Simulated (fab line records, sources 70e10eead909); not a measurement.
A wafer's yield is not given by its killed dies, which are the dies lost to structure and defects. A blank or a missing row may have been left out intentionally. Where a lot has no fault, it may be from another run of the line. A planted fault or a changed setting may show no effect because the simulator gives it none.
The same fault as seen by 2 desks || flow nand_harc || numbers are kept per desk, each desk with only its own; the story behind them comes last

## THE DEFECT DESK
Per lot, the means of the sampled wafers with a number show what the inspections along the route counted. Any lot whose mean is over 4 standard deviations away from the usual mean is out of limits and marked OUT; that distance is given in the brackets.
Columns: A = raw_defect_count at NHARC_P_GATE_INSPECT_28, usual 7
{"lot": "L191", "first seen here": "day 6 06:32", "A": 7}
{"lot": "L192", "first seen here": "day 6 18:07", "A": 10}
{"lot": "L194", "first seen here": "day 7 12:39", "A": 8}
{"lot": "L195", "first seen here": "day 7 17:34", "A": 9}
{"lot": "L197", "first seen here": "day 8 14:19", "A": 5}
{"lot": "L200", "first seen here": "day 10 05:00", "A": 6}
{"lot": "L201", "first seen here": "day 11 04:25", "A": 7}
{"lot": "L206", "first seen here": "day 12 11:00", "A": 5}
{"lot": "L208", "first seen here": "day 13 02:12", "A": 4}
{"lot": "L207", "first seen here": "day 13 02:35", "A": 9}
{"lot": "L210", "first seen here": "day 14 03:36", "A": 4}
{"lot": "L211", "first seen here": "day 14 17:21", "A": 5}
Result from this desk: across the 12 lots, nothing is out of limits.

## DESK OF THE TOOL OWNER: litho_track-04
The tool's own readings at NHARC_P_GATE_DEVELOP_25 (develop time 35 s): means of the sampled wafers that have a number, for each lot that ran on this tool. Any lot whose mean is over 4 standard deviations away from the usual mean is out of limits and marked OUT; that distance is given in the brackets.
Columns: A = developer_temp_C at NHARC_P_GATE_DEVELOP_25, usual 23.01 C; B = resist_line_temp_C at NHARC_P_GATE_DEVELOP_25, usual 23.01 C
{"lot": "L191", "first seen here": "day 6 06:00", "A": 23.03, "B": 22.94}
{"lot": "L195", "first seen here": "day 7 17:00", "A": 23.05, "B": 23.02}
{"lot": "L197", "first seen here": "day 8 14:00", "A": 22.95, "B": 23.09}
{"lot": "L200", "first seen here": "day 10 04:00", "A": "22.08 (-9.3) OUT", "B": 22.93}
{"lot": "L201", "first seen here": "day 11 04:00", "A": "22.10 (-9.1) OUT", "B": 22.96}
{"lot": "L210", "first seen here": "day 14 03:00", "A": 23.01, "B": 22.84}
{"lot": "L211", "first seen here": "day 14 17:00", "A": 23.00, "B": 23.13}
Finding of this desk: L200, L201 out of limits; the first was L200 at day 10 04:00, on developer_temp_C at NHARC_P_GATE_DEVELOP_25. Within limits: L191, L195, L197, L210, L211.

## ALL TOGETHER
The tool owner's desk had the chance to raise an alarm at day 10 04:00 on L200, L201.
No out-of-limits result turned up at the defect desk.
The defect desk has L200, L201 on record, within its limits.
All the named lots went through NHARC_P_GATE_DEVELOP_25 on litho_track-04.

## WHAT THE SIMULATOR HAD PUT IN
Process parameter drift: litho_track-04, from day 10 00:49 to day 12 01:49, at NHARC_P_GATE_DEVELOP_25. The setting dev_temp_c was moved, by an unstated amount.
Lots struck among those shown: L200, L201.
Time in hours from fault onset to the first out-of-limits reading at each desk: the tool owner's desk, 3.
